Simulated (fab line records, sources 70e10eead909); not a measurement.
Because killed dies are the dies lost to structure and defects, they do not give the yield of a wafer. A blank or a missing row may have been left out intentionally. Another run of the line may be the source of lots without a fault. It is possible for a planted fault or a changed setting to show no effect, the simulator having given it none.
fab line records    flow nandHarc    part 2 of 2: steps 25 to 30 of 30
[record] lots = 5  wafers = 15  lastDay = 32
route steps=1302 shown A_STAIRCASE@711
lots untouched by any fault: they come from a run of this same line in which no faults occurred
startH: start of the lot's first displayed wafer, in hours after the record's first day    waitH: time in hours since the lot's previous step    " same as the row above    L1.1+2: one row covering several wafers at once    - no value present, or no start provided    * or withheld: withheld    < > ~ a bound
route shown NAME@n: names a module that has steps shown in the file, with the first one's number in the route    usual: the fault-free wafers' mean and standard deviation    same: alike in all rows    chamber/n: place in a boat    sites: readings site by site    _std_site: standard deviation of those values    _edge_site: inner sites' mean taken away from outer sites' mean    radiusMm: for every site, how far away it sits from the centre of the wafer    mask NAME#n: copy n    behind: tool/chamber where the wafer was last shaped    hold: what put the lot on hold/how long, in hours/how the hold closed    device: names the non-switching transistor (n, p or np)    end of line: the tests these same wafers got at the end of their route    for a step that has no rows: nothing shown but its recipe    killed: dies lost to structure and defects at the first sort, not the wafer's yield    map: a wafer's dies, marking killed ones x, the rest . and places with no die _
set.NAME: the setting as run; set.NAME@STEP: as run at that earlier step    model.NAME: the simulator's own value behind a step, which no gauge read
certain route steps with their lots: each step a table, each wafer a row
services: a tool's chamber out of use, with start hour (startH, from the record's first day; less than 0 if before it), hours out, and reason
[[steps]]
[step NHARC_A_STAIRCASE_ETCH_223]
[recipe] targetDepthA = 1000  timeS = 40.5  ionEnergyEv = 400  c4f8FlowSccm = 20  o2FlowSccm = 10  arFlowSccm = withheld  rfW = 600  biasW = 1000  chemistry = C4F8/O2
[usual] oesProductAu = 0.947/0.012  rfVppV = 895/4.9
lot.wafer  tool        chamber  startH  waitH  oesProductAu  rfHoursCounterH  rfVppV
L082.1     rieDiel-10  1        -       -      0.929         1                893
L082.3     "           3        "       "      0.932         2                899
L082.6     "           1        "       "      0.933         -                893
L081.1     rieDiel-10  1        -       -      0.920         2                895
L081.3     "           3        "       "      0.930         2                898
L081.5     "           1        "       "      0.925         -                893
L083.1     rieDiel-11  3        -       -      0.942         3                898
L083.6     "           3        "       "      0.944         -                900
L083.5     "           0        "       "      0.942         -                902
L093.3     rieDiel-07  1        -       -      0.943         21               894
L093.2     "           3        "       "      0.925         18               893
L093.4     "           0        "       "      0.941         20               894
L097.2     rieDiel-10  0        -       -      0.935         50               894
L097.6     "           3        "       "      0.947         -                897
L097.4     "           0        "       "      0.943         -                894
[step NHARC_A_STAIRCASE_TRIM_224]
[recipe] timeS = 211.2  o2FlowSccm = 500  arFlowSccm = 0  biasW = 0  chemistry = O2
[usual] drypumpMotorCurrentA = 5.9/0.4  oesProductAu = 1.003/0.0097  rfVppV = 57.7/0.87  showerheadPlenumPTorr = 3.51/0.13  throttleValvePct = 17.036/0.0095
lot.wafer  tool        chamber  startH  waitH  drypumpMotorCurrentA  oesProductAu  rfHoursCounterH  rfVppV  showerheadPlenumPTorr  throttleValvePct
L082.1     rieDiel-10  2        -       -      5.6                   1.006         2                56.5    3.81                   17.025
L082.3     "           3        "       "      6.1                   1.003         2                56.3    3.57                   17.025
L082.6     "           2        "       "      5.6                   1.010         -                57.5    3.81                   17.057
L081.3     rieDiel-10  2        -       -      5.5                   1.011         2                59.0    3.81                   17.040
L081.1     "           1        "       "      6.1                   0.993         2                58.2    3.44                   17.038
L081.5     "           3        "       "      6.2                   1.005         -                56.7    3.57                   17.032
L083.1     rieDiel-11  2        -       -      5.5                   1.002         3                58.4    3.38                   17.032
L083.6     "           1        "       "      6.4                   1.025         -                59.7    3.59                   17.046
L083.5     "           2        "       "      5.6                   0.989         -                56.3    3.38                   17.058
L093.2     rieDiel-07  2        -       -      5.8                   0.995         19               57.1    3.29                   17.045
L093.4     "           3        "       "      6.1                   0.995         18               58.2    3.45                   17.020
L093.3     "           0        "       "      5.1                   0.998         20               57.3    3.44                   17.040
L097.2     rieDiel-10  0        -       -      6.3                   1.015         50               58.2    3.46                   17.020
L097.6     "           1        "       "      6.1                   0.988         -                56.7    3.41                   17.037
L097.4     "           0        "       "      6.3                   1.009         -                57.3    3.46                   17.028
[step NHARC_A_STAIRCASE_ETCH_225]
[recipe] targetDepthA = 1000  timeS = 40.5  ionEnergyEv = 400  c4f8FlowSccm = 20  o2FlowSccm = 10  arFlowSccm = withheld  rfW = 600  biasW = 1000  chemistry = C4F8/O2
[usual] oesProductAu = 0.947/0.011  rfVppV = 895/4.9
lot.wafer  tool        chamber  startH  waitH  oesProductAu  rfHoursCounterH  rfVppV
L082.1     rieDiel-10  1        -       -      0.931         1                893
L082.3     "           2        "       "      0.948         2                905
L082.6     "           3        "       "      0.941         -                898
L081.3     rieDiel-10  0        -       -      0.941         3                894
L081.1     "           1        "       "      0.926         2                891
L081.5     "           0        "       "      0.957         -                894
L083.1     rieDiel-11  3        -       -      0.949         3                899
L083.5     "           0        "       "      0.947         -                903
L083.6     "           1        "       "      0.957         -                898
L093.3     rieDiel-07  0        -       -      0.940         20               892
L093.2     "           2        "       "      0.928         19               887
L093.4     "           3        "       "      0.939         18               894
L097.2     rieDiel-10  0        -       -      0.951         51               895
L097.4     "           1        "       "      0.935         -                892
L097.6     "           3        "       "      0.950         -                896
[step NHARC_A_STAIRCASE_TRIM_226]
[recipe] timeS = 211.2  o2FlowSccm = 500  arFlowSccm = 0  biasW = 0  chemistry = O2
[usual] drypumpMotorCurrentA = 5.9/0.39  oesProductAu = 1.004/0.011  rfVppV = 57.7/0.83  showerheadPlenumPTorr = 3.51/0.13  throttleValvePct = 17.036/0.0082
lot.wafer  tool        chamber  startH  waitH  drypumpMotorCurrentA  oesProductAu  rfHoursCounterH  rfVppV  showerheadPlenumPTorr  throttleValvePct
L082.3     rieDiel-10  3        -       -      6.2                   1.004         2                57.9    3.57                   17.025
L082.1     "           0        "       "      6.3                   1.015         2                58.2    3.48                   17.044
L082.6     "           2        "       "      5.5                   0.998         -                58.2    3.81                   17.031
L081.1     rieDiel-10  2        -       -      5.5                   1.006         3                57.3    3.81                   17.035
L081.3     "           3        "       "      6.1                   1.000         3                57.7    3.57                   17.026
L081.5     "           2        "       "      5.5                   1.006         -                58.2    3.81                   17.031
L083.1     rieDiel-11  0        -       -      5.3                   0.997         3                57.5    3.74                   17.044
L083.6     "           3        "       "      6.3                   1.008         -                58.5    3.62                   17.040
L083.5     "           0        "       "      5.3                   1.001         -                57.7    3.74                   17.034
L093.3     rieDiel-07  0        -       -      5.1                   0.992         20               56.7    3.44                   17.036
L093.2     "           1        "       "      6.3                   0.997         21               57.6    3.52                   17.042
L093.4     "           2        "       "      5.7                   0.994         19               58.5    3.29                   17.045
L097.2     rieDiel-10  3        -       -      6.2                   1.017         48               58.8    3.54                   17.039
L097.4     "           3        "       "      6.2                   1.013         -                58.2    3.54                   17.021
L097.6     "           0        "       "      6.3                   1.010         -                58.5    3.46                   17.028
[step NHARC_A_STAIRCASE_ETCH_227]
[recipe] targetDepthA = 1000  timeS = 40.5  ionEnergyEv = 400  c4f8FlowSccm = 20  o2FlowSccm = 10  arFlowSccm = withheld  rfW = 600  biasW = 1000  chemistry = C4F8/O2
[usual] oesProductAu = 0.946/0.011  rfVppV = 895/4.7
lot.wafer  tool        chamber  startH  waitH  oesProductAu  rfHoursCounterH  rfVppV
L082.3     rieDiel-10  2        -       -      0.934         2                906
L082.1     "           3        "       "      0.936         2                897
L082.6     "           2        "       "      0.930         -                905
L081.3     rieDiel-10  2        -       -      0.939         3                905
L081.1     "           3        "       "      0.928         3                897
L081.5     "           0        "       "      0.946         -                894
L083.1     rieDiel-11  0        -       -      0.950         3                903
L083.5     "           1        "       "      0.972         -                899
L083.6     "           2        "       "      0.946         -                891
L093.4     rieDiel-07  3        -       -      0.930         18               892
L093.3     "           1        "       "      0.944         21               896
L093.2     "           2        "       "      0.936         19               886
L097.2     rieDiel-10  3        -       -      0.944         48               895
L097.4     "           0        "       "      0.958         -                894
L097.6     "           1        "       "      0.940         -                891
[step NHARC_A_STAIRCASE_TRIM_229]
[recipe] timeS = 211.2  o2FlowSccm = 500  arFlowSccm = 0  biasW = 0  chemistry = O2
[usual] drypumpMotorCurrentA = 5.9/0.43  oesProductAu = 1.004/0.0095  rfVppV = 57.7/0.74  showerheadPlenumPTorr = 3.51/0.13  throttleValvePct = 17.035/0.0093
lot.wafer  tool        chamber  startH  waitH  drypumpMotorCurrentA  oesProductAu  rfHoursCounterH  rfVppV  showerheadPlenumPTorr  throttleValvePct
L082.1     rieDiel-10  2        442.50  0.5    5.5                   1.006         2                58.6    3.81                   17.034
L082.3     "           1        "       "      6.2                   0.995         2                57.4    3.44                   17.041
L082.6     "           2        "       "      5.5                   1.006         -                58.0    3.81                   17.040
L081.1     rieDiel-07  0        443.46  0.1    5.1                   1.002         33               56.8    3.45                   17.041
L081.3     "           1        "       "      6.3                   0.991         42               57.9    3.53                   17.050
L081.5     "           3        "       "      6.0                   1.010         -                58.3    3.47                   17.028
L083.1     rieDiel-11  1        454.60  0.1    6.4                   1.010         3                57.3    3.59                   17.042
L083.6     "           1        "       "      6.4                   1.012         -                57.2    3.59                   17.032
L083.5     "           2        "       "      5.6                   1.003         -                57.2    3.38                   17.022
L093.3     rieDiel-07  3        545.61  0.1    6.0                   0.997         18               55.6    3.45                   17.031
L093.4     "           0        "       "      5.1                   0.987         20               58.0    3.44                   17.029
L093.2     "           2        "       "      5.8                   0.993         19               58.0    3.29                   17.044
L097.2     rieDiel-10  3        584.78  0.1    6.1                   1.022         48               58.2    3.54                   17.027
L097.4     "           1        "       "      6.1                   1.005         -                58.0    3.41                   17.019
L097.6     "           0        "       "      6.3                   1.014         -                58.1    3.46                   17.032
[[services]]
tool            chamber  startH  hours  kind
rieDiel-10      -        425.53  9.0    pm
rieDiel-10      0        425.53  9.0    ventCycle
rieDiel-10      1        425.53  9.0    ventCycle
rieDiel-10      2        425.53  9.0    ventCycle
rieDiel-10      3        425.53  9.0    ventCycle
plasmaAsher-02  -        426.21  9.0    pm
rieDiel-10      0        434.53  -      clean
rieDiel-11      -        434.90  9.0    pm
wetBench-05     -        436.88  8.0    pm
lithoTrack-03   -        450.00  7.0    pm
rieDiel-10      2        450.87  4.9    repair
rieDiel-07      -        453.36  0.3    repair
wetBench-01     -        453.60  8.0    pm
rieDiel-07      1        458.45  2.3    repair
rieDiel-07      1        461.42  3.5    repair
rieDiel-07      -        473.11  9.0    pm
lithoTrack-05   -        474.00  7.0    pm
krfScanner-01   -        484.00  4.0    pm
wetBench-07     -        512.00  8.0    pm
krfScanner-04   -        526.00  4.0    pm
krfScanner-04   -        571.13  1.0    repair
wetBench-01     -        571.57  1.8    repair
lithoTrack-02   -        577.00  7.0    pm
rieDiel-10      2        582.99  5.5    repair
